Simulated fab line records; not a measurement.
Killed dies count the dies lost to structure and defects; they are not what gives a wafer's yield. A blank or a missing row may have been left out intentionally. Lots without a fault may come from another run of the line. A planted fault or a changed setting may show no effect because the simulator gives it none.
Which tool was responsible? | flow n5-finfet | Sampling: 24 lots, 72 wafers, 6 of 1938 route steps

== WHAT EACH GAUGE READ, for each wafer ==
N5_BEOL_M1_THK_MEAS_53: measures by xrf.
lot  | measured     | on            | M1_THK (nm)
L076 | day 6 18:36  | film-metro-02 | 38.3 41.6 41.4
L074 | day 6 22:00  | film-metro-01 | 40.2 42.4 38.7
L075 | day 6 22:17  | film-metro-01 | 36.9 37.8 41.0
L077 | day 7 07:29  | film-metro-01 | 39.9 38.1 39.4
L078 | day 7 11:29  | film-metro-01 | 37.3 42.8 41.0
L079 | day 7 13:44  | film-metro-01 | 38.2 37.0 39.6
L080 | day 8 01:25  | film-metro-02 | 40.3 43.4 44.5
L081 | day 8 06:05  | film-metro-01 | 39.2 37.2 40.0
L082 | day 8 09:17  | film-metro-01 | 39.7 44.0 37.3
L083 | day 8 13:13  | film-metro-01 | 37.2 38.6 38.9
L084 | day 8 21:34  | film-metro-01 | 40.2 38.5 37.7
L085 | day 9 08:44  | film-metro-01 | 39.8 40.0 40.0
L086 | day 9 17:56  | film-metro-02 | 39.1 40.5 41.1
L088 | day 10 01:08 | film-metro-02 | 38.7 40.8 42.1
L087 | day 10 05:40 | film-metro-02 | 41.5 40.4 43.0
L089 | day 10 14:22 | film-metro-01 | 36.8 42.3 40.6
L090 | day 10 20:21 | film-metro-01 | 41.2 41.9 40.2
L091 | day 10 20:35 | film-metro-02 | 39.9 40.7 39.9
L092 | day 11 06:53 | film-metro-02 | 37.5 43.0 40.2
L094 | day 11 08:11 | film-metro-01 | 38.4 40.5 37.9
L093 | day 11 08:44 | film-metro-02 | 37.5 38.1 39.5
L095 | day 11 13:36 | film-metro-02 | 41.4 38.9 44.0
L096 | day 12 00:10 | film-metro-02 | 39.3 37.5 40.5
L097 | day 12 06:08 | film-metro-01 | 39.6 41.3 37.8

== WHAT TOOL EACH LOT RAN ON (gives the tool, then ch and the chambers of the sampled wafers, and finally the start) ==
lot  | N5_BEOL_M1_SPUTTER_48        | N5_BEOL_M1_SPUTTER_86        | N5_BEOL_M1_ANNEAL_89         | N5_BEOL_M1_SPUTTER_94        | N5_BEOL_M1_CMP_52
L076 | pvd-sputter-02, day 6 16:04  | pvd-sputter-02, day 6 16:43  | pvd-sputter-02, day 6 17:01  | pvd-sputter-02, day 6 17:36  | cmp-02 ch 0,1,2, day 6 18:23
L074 | pvd-sputter-03, day 6 19:27  | pvd-sputter-03, day 6 20:07  | pvd-sputter-03, day 6 20:25  | pvd-sputter-03, day 6 20:59  | cmp-01 ch 1,2,3, day 6 21:44
L075 | pvd-sputter-02, day 6 19:35  | pvd-sputter-02, day 6 20:15  | pvd-sputter-02, day 6 20:33  | pvd-sputter-02, day 6 21:08  | cmp-02 ch 0,2,3, day 6 22:04
L077 | pvd-sputter-02, day 7 04:56  | pvd-sputter-02, day 7 05:36  | pvd-sputter-02, day 7 05:54  | pvd-sputter-02, day 7 06:29  | cmp-01 ch 0,1,2, day 7 07:14
L078 | pvd-sputter-03, day 7 08:51  | pvd-sputter-03, day 7 09:31  | pvd-sputter-03, day 7 09:49  | pvd-sputter-03, day 7 10:23  | cmp-03 ch 0,2,3, day 7 11:11
L079 | pvd-sputter-02, day 7 11:11  | pvd-sputter-02, day 7 11:50  | pvd-sputter-02, day 7 12:08  | pvd-sputter-02, day 7 12:43  | cmp-01 ch 0,2, day 7 13:28
L080 | pvd-sputter-02, day 7 22:52  | pvd-sputter-02, day 7 23:31  | pvd-sputter-02, day 7 23:49  | pvd-sputter-02, day 8 00:24  | cmp-02 ch 0,1, day 8 01:07
L081 | pvd-sputter-02, day 8 03:32  | pvd-sputter-02, day 8 04:12  | pvd-sputter-02, day 8 04:30  | pvd-sputter-02, day 8 05:05  | cmp-03 ch 1,2,3, day 8 05:50
L082 | pvd-sputter-02, day 8 06:20  | pvd-sputter-02, day 8 07:00  | pvd-sputter-02, day 8 07:18  | pvd-sputter-02, day 8 07:53  | cmp-03 ch 0,2,3, day 8 09:02
L083 | pvd-sputter-01, day 8 10:40  | pvd-sputter-01, day 8 11:19  | pvd-sputter-01, day 8 11:37  | pvd-sputter-01, day 8 12:12  | cmp-02 ch 2,3, day 8 12:58
L084 | pvd-sputter-03, day 8 18:52  | pvd-sputter-03, day 8 19:31  | pvd-sputter-03, day 8 19:49  | pvd-sputter-03, day 8 20:24  | cmp-02 ch 0,2,3, day 8 21:18
L085 | pvd-sputter-02, day 9 03:31  | pvd-sputter-02, day 9 04:11  | pvd-sputter-02, day 9 04:29  | pvd-sputter-02, day 9 05:04  | cmp-02 ch 2,3, day 9 08:27
L086 | pvd-sputter-02, day 9 14:07  | pvd-sputter-02, day 9 14:47  | pvd-sputter-02, day 9 15:05  | pvd-sputter-02, day 9 15:40  | cmp-01 ch 0,1,3, day 9 17:41
L088 | pvd-sputter-01, day 9 22:19  | pvd-sputter-01, day 9 22:58  | pvd-sputter-01, day 9 23:16  | pvd-sputter-01, day 9 23:51  | cmp-02 ch 0,1, day 10 00:52
L087 | pvd-sputter-02, day 10 02:50 | pvd-sputter-02, day 10 03:30 | pvd-sputter-02, day 10 03:48 | pvd-sputter-02, day 10 04:23 | cmp-01 ch 0,2,3, day 10 05:25
L089 | pvd-sputter-03, day 10 11:49 | pvd-sputter-03, day 10 12:29 | pvd-sputter-03, day 10 12:47 | pvd-sputter-03, day 10 13:22 | cmp-02 ch 1,2, day 10 14:07
L090 | pvd-sputter-03, day 10 17:16 | pvd-sputter-03, day 10 17:55 | pvd-sputter-03, day 10 18:13 | pvd-sputter-03, day 10 18:48 | cmp-02 ch 0,1,3, day 10 20:04
L091 | pvd-sputter-01, day 10 17:46 | pvd-sputter-01, day 10 18:25 | pvd-sputter-01, day 10 18:43 | pvd-sputter-01, day 10 19:18 | cmp-02 ch 0,1,3, day 10 20:19
L092 | pvd-sputter-03, day 11 04:20 | pvd-sputter-03, day 11 05:00 | pvd-sputter-03, day 11 05:18 | pvd-sputter-03, day 11 05:53 | cmp-02 ch 1,2, day 11 06:36
L094 | pvd-sputter-02, day 11 05:38 | pvd-sputter-02, day 11 06:17 | pvd-sputter-02, day 11 06:35 | pvd-sputter-02, day 11 07:10 | cmp-02 ch 0,1,3, day 11 07:58
L093 | pvd-sputter-03, day 11 06:11 | pvd-sputter-03, day 11 06:50 | pvd-sputter-03, day 11 07:08 | pvd-sputter-03, day 11 07:43 | cmp-02 ch 0,2,3, day 11 08:26
L095 | pvd-sputter-02, day 11 11:03 | pvd-sputter-02, day 11 11:43 | pvd-sputter-02, day 11 12:01 | pvd-sputter-02, day 11 12:35 | cmp-02 ch 0,1,2, day 11 13:20
L096 | pvd-sputter-01, day 11 21:11 | pvd-sputter-01, day 11 21:51 | pvd-sputter-01, day 11 22:09 | pvd-sputter-01, day 11 22:44 | cmp-03 ch 1,3, day 11 23:54
L097 | pvd-sputter-01, day 12 03:35 | pvd-sputter-01, day 12 04:15 | pvd-sputter-01, day 12 04:33 | pvd-sputter-01, day 12 05:08 | cmp-02 ch 2,3, day 12 05:53
- N5_BEOL_M1_SPUTTER_48: material Cu, target thk 4.5 nm, time 8.29 s.
- N5_BEOL_M1_SPUTTER_86: material Cu, target thk 4.5 nm, time 8.29 s.
- N5_BEOL_M1_ANNEAL_89: time 240 s.
- N5_BEOL_M1_SPUTTER_94: material Cu, target thk 4.5 nm, time 8.29 s.
- N5_BEOL_M1_CMP_52: polishes, stops on SiOC, t overpolish 6.8 s, target thk 40 nm.

== AS READ BY THE TOOLS THEMSELVES (means over the sampled wafers that have a number; for cases with no such wafer, the mark the record gives instead) ==
N5_BEOL_M1_SPUTTER_48.
lot  | tool           | throttle-valve-pct (%)
L076 | pvd-sputter-02 | 29.3
L074 | pvd-sputter-03 | 29.5
L075 | pvd-sputter-02 | 29.1
L077 | pvd-sputter-02 | 29.5
L078 | pvd-sputter-03 | 29.9
L079 | pvd-sputter-02 | 28.9
L080 | pvd-sputter-02 | 30.4
L081 | pvd-sputter-02 | 30.0
L082 | pvd-sputter-02 | 29.4
L083 | pvd-sputter-01 | 30.6
L084 | pvd-sputter-03 | 29.9
L085 | pvd-sputter-02 | 29.5
L086 | pvd-sputter-02 | 29.7
L088 | pvd-sputter-01 | 30.1
L087 | pvd-sputter-02 | 29.4
L089 | pvd-sputter-03 | 29.7
L090 | pvd-sputter-03 | 29.5
L091 | pvd-sputter-01 | 31.0
L092 | pvd-sputter-03 | 30.1
L094 | pvd-sputter-02 | 29.4
L093 | pvd-sputter-03 | 29.5
L095 | pvd-sputter-02 | 29.0
L096 | pvd-sputter-01 | 29.9
L097 | pvd-sputter-01 | 30.0

N5_BEOL_M1_SPUTTER_86.
lot  | tool           | throttle-valve-pct (%)
L076 | pvd-sputter-02 | 29.4
L074 | pvd-sputter-03 | 29.5
L075 | pvd-sputter-02 | 29.1
L077 | pvd-sputter-02 | 29.5
L078 | pvd-sputter-03 | 29.8
L079 | pvd-sputter-02 | 28.8
L080 | pvd-sputter-02 | 30.6
L081 | pvd-sputter-02 | 30.0
L082 | pvd-sputter-02 | 29.6
L083 | pvd-sputter-01 | 30.8
L084 | pvd-sputter-03 | 29.8
L085 | pvd-sputter-02 | 29.3
L086 | pvd-sputter-02 | 29.6
L088 | pvd-sputter-01 | 30.0
L087 | pvd-sputter-02 | 29.5
L089 | pvd-sputter-03 | 29.7
L090 | pvd-sputter-03 | 29.6
L091 | pvd-sputter-01 | 31.0
L092 | pvd-sputter-03 | 30.0
L094 | pvd-sputter-02 | 29.5
L093 | pvd-sputter-03 | 29.4
L095 | pvd-sputter-02 | 29.0
L096 | pvd-sputter-01 | 29.9
L097 | pvd-sputter-01 | 30.0

N5_BEOL_M1_ANNEAL_89.
lot  | tool           | heater-power-w (W)
L076 | pvd-sputter-02 | 850
L074 | pvd-sputter-03 | 787
L075 | pvd-sputter-02 | 840
L077 | pvd-sputter-02 | 821
L078 | pvd-sputter-03 | 756
L079 | pvd-sputter-02 | 828
L080 | pvd-sputter-02 | 762
L081 | pvd-sputter-02 | 769
L082 | pvd-sputter-02 | 817
L083 | pvd-sputter-01 | 864
L084 | pvd-sputter-03 | 778
L085 | pvd-sputter-02 | 856
L086 | pvd-sputter-02 | 820
L088 | pvd-sputter-01 | 847
L087 | pvd-sputter-02 | 863
L089 | pvd-sputter-03 | 802
L090 | pvd-sputter-03 | 796
L091 | pvd-sputter-01 | 809
L092 | pvd-sputter-03 | 736
L094 | pvd-sputter-02 | 826
L093 | pvd-sputter-03 | 762
L095 | pvd-sputter-02 | 822
L096 | pvd-sputter-01 | 847
L097 | pvd-sputter-01 | 824

N5_BEOL_M1_SPUTTER_94.
lot  | tool           | throttle-valve-pct (%)
L076 | pvd-sputter-02 | 29.5
L074 | pvd-sputter-03 | 29.5
L075 | pvd-sputter-02 | 28.9
L077 | pvd-sputter-02 | 29.4
L078 | pvd-sputter-03 | 30.0
L079 | pvd-sputter-02 | 29.1
L080 | pvd-sputter-02 | 30.5
L081 | pvd-sputter-02 | 30.0
L082 | pvd-sputter-02 | 29.5
L083 | pvd-sputter-01 | 30.6
L084 | pvd-sputter-03 | 29.9
L085 | pvd-sputter-02 | 29.6
L086 | pvd-sputter-02 | 29.7
L088 | pvd-sputter-01 | 30.1
L087 | pvd-sputter-02 | 29.5
L089 | pvd-sputter-03 | 29.6
L090 | pvd-sputter-03 | 29.8
L091 | pvd-sputter-01 | 31.0
L092 | pvd-sputter-03 | 30.1
L094 | pvd-sputter-02 | 29.4
L093 | pvd-sputter-03 | 29.6
L095 | pvd-sputter-02 | 29.1
L096 | pvd-sputter-01 | 30.1
L097 | pvd-sputter-01 | 30.1

N5_BEOL_M1_CMP_52.
lot  | tool   | barrier-field-endpoint-s (s) | motor-current-A (A) | overpolish-run-s (s) | pad-life-wafers | platen-rpm (rpm) | slurry-filter-dp-kPa (kPa) | time-to-endpoint-s (s)
L076 | cmp-02 | 24.4                         | 6.5                 | 6.797                | 1022            | 49.96            | 13.48                      | 62
L074 | cmp-01 | 24.5                         | 6.1                 | 6.795                | 620             | 49.99            | 13.63                      | 59
L075 | cmp-02 | 23.9                         | 6.0                 | 6.799                | 1058            | 49.99            | 13.43                      | 62
L077 | cmp-01 | 24.0                         | 6.5                 | 6.799                | 710             | 49.98            | 13.52                      | 63
L078 | cmp-03 | 26.4                         | 6.8                 | 6.810                | 1796            | 49.94            | 13.37                      | 68
L079 | cmp-01 | 24.6                         | 6.4                 | 6.797                | 758             | 49.99            | 13.55                      | 62
L080 | cmp-02 | 25.3                         | 6.2                 | 6.798                | 1212            | 49.96            | 13.60                      | 64
L081 | cmp-03 | 24.3                         | 6.2                 | 6.811                | 1940            | 50.02            | 13.42                      | 65
L082 | cmp-03 | 25.0                         | 6.9                 | 6.796                | 1964            | 49.97            | 13.38                      | 64
L083 | cmp-02 | 23.7                         | 5.8                 | 6.799                | 1297            | 50.01            | 13.38                      | 59
L084 | cmp-02 | 24.6                         | 6.1                 | 6.797                | 1388            | 50.01            | 13.49                      | 60
L085 | cmp-02 | 24.2                         | 6.0                 | 6.800                | 1490            | 50.00            | 13.59                      | 55
L086 | cmp-01 | 24.8                         | 6.2                 | 6.800                | 1184            | 50.00            | 13.42                      | 63
L088 | cmp-02 | 25.8                         | 6.1                 | 6.797                | 1627            | 50.01            | 13.47                      | 65
L087 | cmp-01 | 24.2                         | 6.5                 | 6.793                | 1310            | 50.00            | 13.46                      | 59
L089 | cmp-02 | 24.2                         | 6.4                 | 6.816                | 1700            | 50.01            | 13.52                      | 58
L090 | cmp-02 | 24.6                         | 5.7                 | 6.802                | 1766            | 50.00            | 13.47                      | 64
L091 | cmp-02 | 24.6                         | 5.8                 | 6.798                | 1772            | 50.00            | 13.70                      | 60
L092 | cmp-02 | 24.2                         | 6.7                 | 6.800                | 1866            | 49.97            | 13.59                      | 58
L094 | cmp-02 | 24.4                         | 5.8                 | 6.799                | 1874            | 50.02            | 13.49                      | 62
L093 | cmp-02 | 24.2                         | 6.0                 | 6.791                | 1879            | 49.98            | 13.51                      | 59
L095 | cmp-02 | 24.6                         | 6.7                 | 6.799                | 1934            | 50.04            | 13.40                      | 63
L096 | cmp-03 | 24.3                         | 6.1                 | 6.808                | 242             | 50.00            | 13.52                      | 60
L097 | cmp-02 | 24.5                         | 5.8                 | 6.794                | 2077            | 50.03            | 13.31                      | 59

== THE ANSWER, worked out from the rows above alone ==
Rule: the usual values come from the lots themselves. Put in order of their means at a reading, lots are off if they are a third of the lots or fewer, leave a main group of 4 or more, and stand apart from it by a gap of 3 or more times the standard deviation of the main group's means; of several such gaps the widest counts. The tables above print the reading to a certain number of digits; a main group whose means all agree to those digits is not used. A lot without any number at a reading at which 4 lots or more have one is off too. Any other lot the step has rows for is counted as sound. Order of review: gauges by route order, followed by the tools' own readings, for which a lot's mean as printed above is used. The first step at which some lot is off is used, and at that step the reading that is off furthest; a lot without a number counts as furthest.
None of the lots is off at any reading shown; this tells nothing.

== WHAT HAD BEEN PUT IN BY THE SIMULATOR ==
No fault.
